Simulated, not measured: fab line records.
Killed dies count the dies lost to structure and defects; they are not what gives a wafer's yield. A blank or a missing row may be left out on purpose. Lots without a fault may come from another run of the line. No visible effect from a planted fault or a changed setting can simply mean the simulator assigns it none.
Which of the tools did it? :: flow n5-finfet :: Sampling: 10 lots, 30 wafers, 3 of 1938 route steps

== WHAT EACH GAUGE READ, for each wafer ==
N5_BEOL_M12_CD_MEAS_10 targets a cd of 140 nm.
lot: L970
measured: day 10 07:17
on: cd-sem-03
cd-nm (nm): 141.2 140.0 140.1

lot: L974
measured: day 12 04:50
on: cd-sem-01
cd-nm (nm): 141.4 141.8 142.1

lot: L975
measured: day 12 13:54
on: cd-sem-03
cd-nm (nm): 139.4 137.8 138.1

lot: L977
measured: day 13 12:39
on: cd-sem-02
cd-nm (nm): 140.8 139.2 139.8

lot: L978
measured: day 13 13:32
on: cd-sem-02
cd-nm (nm): 139.3 139.4 140.2

lot: L980
measured: day 13 20:55
on: cd-sem-03
cd-nm (nm): 138.6 139.5 140.0

lot: L985
measured: day 14 14:10
on: cd-sem-03
cd-nm (nm): 139.4 140.6 138.5

lot: L987
measured: day 15 17:15
on: cd-sem-01
cd-nm (nm): 139.4 139.2 141.4

lot: L990
measured: day 16 12:37
on: cd-sem-01
cd-nm (nm): 139.0 141.0 139.2

lot: L992
measured: day 17 15:34
on: cd-sem-01
cd-nm (nm): 138.3 138.5 137.2

N5_BEOL_M12_OVL_MEAS_11.
lot: L970
measured: day 10 07:19
on: overlay-01
V11_OVL (nm): 6 6 11

lot: L974
measured: day 12 04:52
on: overlay-01
V11_OVL (nm): 6 -5 -5

lot: L975
measured: day 12 13:56
on: overlay-01
V11_OVL (nm): -5 2 -3

lot: L977
measured: day 13 12:41
on: overlay-02
V11_OVL (nm): -4 1 -8

lot: L978
measured: day 13 13:34
on: overlay-02
V11_OVL (nm): -7 -2 -9

lot: L980
measured: day 13 20:57
on: overlay-01
V11_OVL (nm): -12 -1 -7

lot: L985
measured: day 14 14:11
on: overlay-01
V11_OVL (nm): -3 3 2

lot: L987
measured: day 15 17:17
on: overlay-01
V11_OVL (nm): 17 16 25

lot: L990
measured: day 16 12:39
on: overlay-02
V11_OVL (nm): 17 26 16

lot: L992
measured: day 17 15:35
on: overlay-02
V11_OVL (nm): 21 16 21

== WHAT TOOL EACH LOT RAN ON (gives the tool, then ch and the chambers of the sampled wafers, and finally the start) ==
lot: L970
N5_BEOL_M12_EXPOSE_07: krf-scanner-01 ch 0, day 10 07:07

lot: L974
N5_BEOL_M12_EXPOSE_07: krf-scanner-02 ch 0, day 12 04:40

lot: L975
N5_BEOL_M12_EXPOSE_07: krf-scanner-02 ch 0, day 12 13:44

lot: L977
N5_BEOL_M12_EXPOSE_07: krf-scanner-02 ch 0, day 13 12:29

lot: L978
N5_BEOL_M12_EXPOSE_07: krf-scanner-02 ch 0, day 13 13:22

lot: L980
N5_BEOL_M12_EXPOSE_07: krf-scanner-02 ch 0, day 13 20:45

lot: L985
N5_BEOL_M12_EXPOSE_07: krf-scanner-02 ch 0, day 14 13:59

lot: L987
N5_BEOL_M12_EXPOSE_07: krf-scanner-02 ch 0, day 15 17:04

lot: L990
N5_BEOL_M12_EXPOSE_07: krf-scanner-02 ch 0, day 16 12:27

lot: L992
N5_BEOL_M12_EXPOSE_07: krf-scanner-02 ch 0, day 17 15:24
- N5_BEOL_M12_EXPOSE_07: exposes mask V11.

== WHAT THE TOOLS THEMSELVES READ (means of the sampled wafers that have a number; where no wafer has one, the mark that the record gives instead) ==
The record holds no such reading with a usual standard deviation.

== THE ANSWER, worked out from the rows above alone ==
Rule: what is usual is taken from the lots themselves. The widest of any qualifying gaps counts: lots, ordered by their means at a reading, are off when they make up no more than a third of the lots, leave a main group of 4 or more, and stand apart from it by 3 or more times the standard deviation of that group's means. Not used: any main group whose means are identical at the precision the tables above print for the reading. A lot without any number at a reading at which 4 lots or more have one is off too. All remaining lots with rows at the step are treated as sound. The gauges are gone through in route order, then the tools' own readings, and for those a lot's mean is taken as printed above. At the first step where some lot is off, the reading lying furthest off is the one used; lots without a number count as furthest.
Across all readings shown, no lot is off: no conclusion can be drawn from this.

== WHAT THE SIMULATOR PUT IN ==
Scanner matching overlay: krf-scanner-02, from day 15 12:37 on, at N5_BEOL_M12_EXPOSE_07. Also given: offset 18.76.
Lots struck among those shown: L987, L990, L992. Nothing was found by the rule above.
